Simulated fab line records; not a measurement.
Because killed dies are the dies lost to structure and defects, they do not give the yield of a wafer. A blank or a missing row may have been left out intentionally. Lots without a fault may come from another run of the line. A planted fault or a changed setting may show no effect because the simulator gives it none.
Chamber matching + flow n5Finfet + 4 sister chambers for N5_BEOL_M13_TRENCH_ETCH_34 on rieDiel-01
The step etches SiOC in C4F8/O2/Ar, target depth 413.47 nm, time 162.6 s. 8 wafers are shown with their chamber, then 7 later ones without.

== WAFERS, EACH WITH ITS CHAMBER ==
| wafer  | chamber | showerheadPlenumPTorr (Torr) | throttleValvePct (%) |
|--------|---------|------------------------------|----------------------|
| L082.3 | 2       | 3.51                         | 24.38                |
| L082.4 | 1       | 3.33                         | 24.28                |
| L082.6 | 3       | 3.39                         | 24.36                |
| L089.2 | 1       | 3.32                         | 24.31                |
| L089.4 | 0       | 3.47                         | 24.05                |
| L089.6 | 3       | 3.38                         | 24.38                |
| L092.1 | 0       | 3.47                         | 24.06                |
| L092.3 | 2       | 3.50                         | 24.40                |

== WAFERS WHOSE CHAMBER IS MISSING ==
| wafer  | showerheadPlenumPTorr (Torr) | throttleValvePct (%) |
|--------|------------------------------|----------------------|
| L092.4 | 3.32                         | 24.32                |
| L095.1 | 3.50                         | 24.44                |
| L095.2 | 3.32                         | 24.33                |
| L095.4 | 3.47                         | 24.06                |
| L093.1 | 3.32                         | 24.31                |
| L093.5 | 3.50                         | 24.43                |
| L093.6 | 3.32                         | 24.32                |

== WHICH CHAMBER EACH WENT THROUGH ==
| wafer  | from the rows above | in truth |
|--------|---------------------|----------|
| L092.4 | 1                   | 1        |
| L095.1 | 2                   | 2        |
| L095.2 | 1                   | 1        |
| L095.4 | 0                   | 0        |
| L093.1 | 1                   | 1        |
| L093.5 | 2                   | 2        |
| L093.6 | 1                   | 1        |
Correct placement for 7 of the 7. From these rows, 0 cannot be placed. 0 placed wrongly.
How it was worked out, from the rows above alone: a wafer's distance from a chamber is the root of the sum, over the readings, of the square of ((its reading less the chamber's mean) divided by the reading's scatter). If the next closest chamber is less than 2 further off than the closest, the wafer can't be placed; otherwise it belongs to the closest. For every chamber, the mean is computed from those of its wafers that are shown. The scatter: take each reading less its chamber's mean, square it, sum over the shown wafers, divide by the number of wafers less the number of chambers, and take the root.
